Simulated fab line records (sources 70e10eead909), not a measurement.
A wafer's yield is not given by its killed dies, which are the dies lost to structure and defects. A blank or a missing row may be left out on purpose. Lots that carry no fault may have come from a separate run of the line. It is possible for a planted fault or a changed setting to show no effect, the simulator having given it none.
What tool caused it? + flow nand-harc + 44 wafers from 15 lots sampled at 4 of the route's 1302 steps

WHAT THE GAUGES READ, wafer by wafer
Not one reading of a measure or inspect step in the record can be checked against a usual standard deviation.

EACH LOT AND THE TOOL THAT RAN IT (in order: tool; ch and the chambers of the sampled wafers; start)
| lot  | NHARC_A_STAIRCASE_DESCUM_11        | NHARC_A_STAIRCASE_TRIM_18          | NHARC_A_STAIRCASE_TRIM_20          | NHARC_A_STAIRCASE_ETCH_21      |
|------|------------------------------------|------------------------------------|------------------------------------|--------------------------------|
| L731 | rie-diel-03 ch 0,1,3, day 15 10:46 | rie-diel-03 ch 0,1,3, day 15 11:52 | rie-diel-03 ch 0,1,3, day 15 12:14 | rie-diel-03 ch 0,1,3, no start |
| L730 | rie-diel-05 ch 1,2, day 15 17:02   | rie-diel-05 ch 1,2, day 15 18:11   | rie-diel-03 ch 0,3, day 15 18:33   | rie-diel-03 ch 0,1, no start   |
| L735 | rie-diel-03 ch 0,2, day 17 10:04   | rie-diel-03 ch 1,2,3, day 17 11:01 | rie-diel-07 ch 0,3, day 17 11:21   | rie-diel-07 ch 1,2,3, no start |
| L734 | rie-diel-03 ch 0,1,2, day 17 10:20 | rie-diel-03 ch 1,3, day 17 11:13   | rie-diel-03 ch 1,3, day 17 11:33   | rie-diel-03 ch 2,3, no start   |
| L737 | rie-diel-05 ch 0,2,3, day 18 08:49 | rie-diel-05 ch 0,2, day 18 10:25   | rie-diel-05 ch 1,2, day 18 10:44   | rie-diel-05 ch 0,2,3, no start |
| L736 | rie-diel-07 ch 0,1,2, day 18 12:28 | rie-diel-07 ch 0,1, day 18 13:38   | rie-diel-03 ch 1,2, day 18 13:59   | rie-diel-03 ch 2, day 18 14:20 |
| L740 | rie-diel-07 ch 0,2,3, day 20 02:54 | rie-diel-07 ch 0,2,3, day 20 03:59 | rie-diel-07 ch 1,2,3, day 20 04:28 | rie-diel-07 ch 0,2,3, no start |
| L741 | rie-diel-03 ch 0,1,3, day 20 16:32 | rie-diel-03 ch 0,2,3, day 20 17:40 | rie-diel-03 ch 0,1,3, day 20 18:02 | rie-diel-03 ch 0,2, no start   |
| L742 | rie-diel-03 ch 2,3, day 20 22:53   | rie-diel-03 ch 0,2, day 20 23:49   | rie-diel-07 ch 0,3, day 21 00:20   | rie-diel-07 ch 0,1,2, no start |
| L743 | rie-diel-03 ch 0,2,3, day 21 05:34 | rie-diel-03 ch 2,3, day 21 06:20   | rie-diel-05 ch 0,1, day 21 06:40   | rie-diel-05 ch 0,2, no start   |
| L744 | rie-diel-05 ch 1,2,3, day 21 15:41 | rie-diel-05 ch 0,1,2, day 21 16:28 | rie-diel-05 ch 0,3, day 21 16:46   | rie-diel-05 ch 0,1,3, no start |
| L748 | rie-diel-05 ch 1,2,3, day 22 18:08 | rie-diel-05 ch 0,1, day 22 18:54   | rie-diel-07 ch 0,1,3, day 22 19:17 | rie-diel-07 ch 0,1,2, no start |
| L747 | rie-diel-05 ch 1,2,3, day 22 19:22 | rie-diel-05 ch 0,2, day 22 20:10   | rie-diel-05 ch 2,3, day 22 20:30   | rie-diel-05 ch 1,3, no start   |
| L750 | rie-diel-05 ch 1,2, day 24 11:01   | rie-diel-05 ch 1,3, day 24 11:47   | rie-diel-07 ch 1,3, day 24 12:06   | rie-diel-07 ch 0,2, no start   |
| L753 | rie-diel-03 ch 2,3, day 24 18:28   | rie-diel-03 ch 1,3, day 24 19:40   | rie-diel-07 ch 0,2,3, day 24 20:02 | rie-diel-07 ch 1,3, no start   |
- NHARC_A_STAIRCASE_DESCUM_11: chemistry O2, time 3 s.
- NHARC_A_STAIRCASE_TRIM_18: chemistry O2, time 211.2 s.
- NHARC_A_STAIRCASE_TRIM_20: chemistry O2, time 211.2 s.
- NHARC_A_STAIRCASE_ETCH_21: etches the open film in C4F8/O2, target depth 100 nm, time 40.5 s.

AS READ BY THE TOOLS THEMSELVES (means over the sampled wafers that have a number; for cases with no such wafer, the mark the record gives instead)
NHARC_A_STAIRCASE_DESCUM_11. Usual: drypump-motor-current-A 5.9 A, standard deviation 0.49; oes-product-au 1.000 a.u., standard deviation 0.0099; rf-vpp-V 57.9 V, standard deviation 1; showerhead-plenum-p-Torr 1.96 Torr, standard deviation 0.11; throttle-valve-pct 11.311 %, standard deviation 0.0094.
| lot  | tool        | drypump-motor-current-A (A) | oes-product-au (a.u.) | rf-vpp-V (V) | showerhead-plenum-p-Torr (Torr) | throttle-valve-pct (%) | flag |
|------|-------------|-----------------------------|-----------------------|--------------|---------------------------------|------------------------|------|
| L731 | rie-diel-03 | 6.2                         | 1.004                 | 58.0         | 1.88                            | 11.299                 |      |
| L730 | rie-diel-05 | 6.0                         | 1.008                 | 57.6         | 1.98                            | 11.319                 |      |
| L735 | rie-diel-03 | 5.8                         | 0.999                 | 58.2         | 1.88                            | 11.309                 |      |
| L734 | rie-diel-03 | 5.9                         | 1.012                 | 57.7         | 1.88                            | 11.310                 |      |
| L737 | rie-diel-05 | 5.4                         | 0.994                 | 57.3         | 1.99                            | 11.315                 |      |
| L736 | rie-diel-07 | 5.8                         | 1.004                 | 57.3         | 1.94                            | 11.313                 |      |
| L740 | rie-diel-07 | 5.9                         | 0.998                 | 57.7         | 1.91                            | 11.315                 |      |
| L741 | rie-diel-03 | 6.1                         | 1.012                 | 57.7         | 1.97                            | 11.310                 |      |
| L742 | rie-diel-03 | 6.2                         | 1.008                 | 58.3         | 2.05                            | 11.307                 |      |
| L743 | rie-diel-03 | 6.1                         | 1.010                 | 58.7         | 1.96                            | 11.314                 |      |
| L744 | rie-diel-05 | 5.7                         | 0.989                 | 58.4         | 1.93                            | 11.307                 |      |
| L748 | rie-diel-05 | 5.7                         | 0.997                 | 57.7         | 1.93                            | 11.320                 |      |
| L747 | rie-diel-05 | 5.7                         | 0.991                 | 57.2         | 1.93                            | 11.301                 |      |
| L750 | rie-diel-05 | 5.8                         | 0.990                 | 58.6         | 1.93                            | 11.320                 |      |
| L753 | rie-diel-03 | 6.2                         | 1.009                 | 57.4         | 2.04                            | 11.308                 |      |

NHARC_A_STAIRCASE_TRIM_18. Usual: drypump-motor-current-A 5.9 A, standard deviation 0.49; oes-product-au 1.000 a.u., standard deviation 0.0089; rf-vpp-V 57.9 V, standard deviation 1.1; showerhead-plenum-p-Torr 3.60 Torr, standard deviation 0.2; throttle-valve-pct 17.036 %, standard deviation 0.009.
| lot  | tool        | drypump-motor-current-A (A) | oes-product-au (a.u.) | rf-vpp-V (V) | showerhead-plenum-p-Torr (Torr) | throttle-valve-pct (%) | flag |
|------|-------------|-----------------------------|-----------------------|--------------|---------------------------------|------------------------|------|
| L731 | rie-diel-03 | 6.1                         | 1.000                 | 57.1         | 3.47                            | 17.036                 |      |
| L730 | rie-diel-05 | 6.0                         | 1.006                 | 58.3         | 3.65                            | 17.032                 |      |
| L735 | rie-diel-03 | 6.3                         | 1.005                 | 57.9         | 3.62                            | 17.031                 |      |
| L734 | rie-diel-03 | 6.5                         | 1.001                 | 57.9         | 3.62                            | 17.043                 |      |
| L737 | rie-diel-05 | 5.7                         | 0.984                 | 58.7         | 3.72                            | 17.029                 |      |
| L736 | rie-diel-07 | 5.9                         | 1.000                 | 57.9         | 3.74                            | 17.034                 |      |
| L740 | rie-diel-07 | 6.0                         | 0.993                 | 57.6         | 3.53                            | 17.027                 |      |
| L741 | rie-diel-03 | 6.1                         | 1.009                 | 58.3         | 3.61                            | 17.041                 |      |
| L742 | rie-diel-03 | 5.8                         | 1.008                 | 57.4         | 3.45                            | 17.034                 |      |
| L743 | rie-diel-03 | 6.4                         | 1.007                 | 59.0         | 3.76                            | 17.031                 |      |
| L744 | rie-diel-05 | 5.5                         | 1.008                 | 57.9         | 3.57                            | 17.039                 |      |
| L748 | rie-diel-05 | 5.2                         | 1.059                 | 57.3         | 3.43                            | 17.036                 | OFF  |
| L747 | rie-diel-05 | 5.2                         | 1.055                 | 58.4         | 3.64                            | 17.051                 | OFF  |
| L750 | rie-diel-05 | 5.4                         | 1.095                 | 57.4         | 3.44                            | 17.040                 | OFF  |
| L753 | rie-diel-03 | 6.4                         | 1.003                 | 58.9         | 3.77                            | 17.040                 |      |

NHARC_A_STAIRCASE_TRIM_20. Usual: drypump-motor-current-A 5.9 A, standard deviation 0.43; oes-product-au 0.998 a.u., standard deviation 0.0092; rf-vpp-V 57.9 V, standard deviation 0.9; showerhead-plenum-p-Torr 3.58 Torr, standard deviation 0.19; throttle-valve-pct 17.035 %, standard deviation 0.0092.
| lot  | tool        | drypump-motor-current-A (A) | oes-product-au (a.u.) | rf-vpp-V (V) | showerhead-plenum-p-Torr (Torr) | throttle-valve-pct (%) | flag |
|------|-------------|-----------------------------|-----------------------|--------------|---------------------------------|------------------------|------|
| L731 | rie-diel-03 | 6.1                         | 0.995                 | 57.2         | 3.47                            | 17.037                 |      |
| L730 | rie-diel-03 | 6.0                         | 0.993                 | 57.2         | 3.48                            | 17.032                 |      |
| L735 | rie-diel-07 | 6.0                         | 0.991                 | 57.8         | 3.65                            | 17.031                 |      |
| L734 | rie-diel-03 | 6.5                         | 1.002                 | 57.4         | 3.62                            | 17.035                 |      |
| L737 | rie-diel-05 | 6.0                         | 0.991                 | 58.2         | 3.64                            | 17.031                 |      |
| L736 | rie-diel-03 | 6.1                         | 1.006                 | 57.0         | 3.44                            | 17.026                 |      |
| L740 | rie-diel-07 | 5.9                         | 0.997                 | 57.6         | 3.57                            | 17.034                 |      |
| L741 | rie-diel-03 | 6.2                         | 1.002                 | 57.8         | 3.63                            | 17.037                 |      |
| L742 | rie-diel-07 | 6.1                         | 0.994                 | 58.0         | 3.63                            | 17.029                 |      |
| L743 | rie-diel-05 | 5.0                         | 1.007                 | 58.1         | 3.51                            | 17.035                 |      |
| L744 | rie-diel-05 | 4.9                         | 1.002                 | 57.9         | 3.58                            | 17.048                 |      |
| L748 | rie-diel-07 | 5.9                         | 0.997                 | 58.7         | 3.67                            | 17.027                 |      |
| L747 | rie-diel-05 | 5.9                         | 0.989                 | 58.1         | 3.68                            | 17.029                 |      |
| L750 | rie-diel-07 | 5.9                         | 1.008                 | 58.5         | 3.68                            | 17.032                 |      |
| L753 | rie-diel-07 | 5.9                         | 0.994                 | 58.1         | 3.50                            | 17.033                 |      |

NHARC_A_STAIRCASE_ETCH_21. Usual: oes-product-au 0.954 a.u., standard deviation 0.015; rf-vpp-V 898 V, standard deviation 7.2.
| lot  | tool        | oes-product-au (a.u.) | rf-vpp-V (V) | flag |
|------|-------------|-----------------------|--------------|------|
| L731 | rie-diel-03 | 0.943                 | 894          |      |
| L730 | rie-diel-03 | 0.958                 | 887          |      |
| L735 | rie-diel-07 | 0.965                 | 898          |      |
| L734 | rie-diel-03 | 0.951                 | 904          |      |
| L737 | rie-diel-05 | 0.933                 | 901          |      |
| L736 | rie-diel-03 | 0.961                 | 905          |      |
| L740 | rie-diel-07 | 0.931                 | 896          |      |
| L741 | rie-diel-03 | 0.958                 | 892          |      |
| L742 | rie-diel-07 | 0.976                 | 897          |      |
| L743 | rie-diel-05 | 0.970                 | 900          |      |
| L744 | rie-diel-05 | 0.948                 | 896          |      |
| L748 | rie-diel-07 | 0.969                 | 897          |      |
| L747 | rie-diel-05 | 0.953                 | 892          |      |
| L750 | rie-diel-07 | 0.970                 | 892          |      |
| L753 | rie-diel-07 | 0.971                 | 902          |      |

THE ANSWER, worked out from the rows above alone
Rule: a lot is off if the mean of its wafers that have a number lies more than 3 standard deviations from the usual mean. Also off: a lot with no number at a reading for which 4 or more lots have one. Any other lot the step has rows for is counted as sound. After the gauges, taken in route order, come the tools' own readings; for these a lot's mean is taken, as printed above. At the first step where some lot is off, the reading lying furthest off is the one used; lots without a number count as furthest.
Off at NHARC_A_STAIRCASE_TRIM_18 (oes-product-au): L748, L747, L750.
If a tool, at that step or one of the process steps before it, ran each lot that is off and ran no sound lot following the first of them, it fits. One fits: NHARC_A_STAIRCASE_DESCUM_11 and NHARC_A_STAIRCASE_TRIM_18 on rie-diel-05. At NHARC_A_STAIRCASE_DESCUM_11 its last sound lot is L744 (day 21 15:41), its first lot that is off L748 (day 22 18:08): a fault that began between those two fits.

WHAT HAD BEEN PUT IN BY THE SIMULATOR
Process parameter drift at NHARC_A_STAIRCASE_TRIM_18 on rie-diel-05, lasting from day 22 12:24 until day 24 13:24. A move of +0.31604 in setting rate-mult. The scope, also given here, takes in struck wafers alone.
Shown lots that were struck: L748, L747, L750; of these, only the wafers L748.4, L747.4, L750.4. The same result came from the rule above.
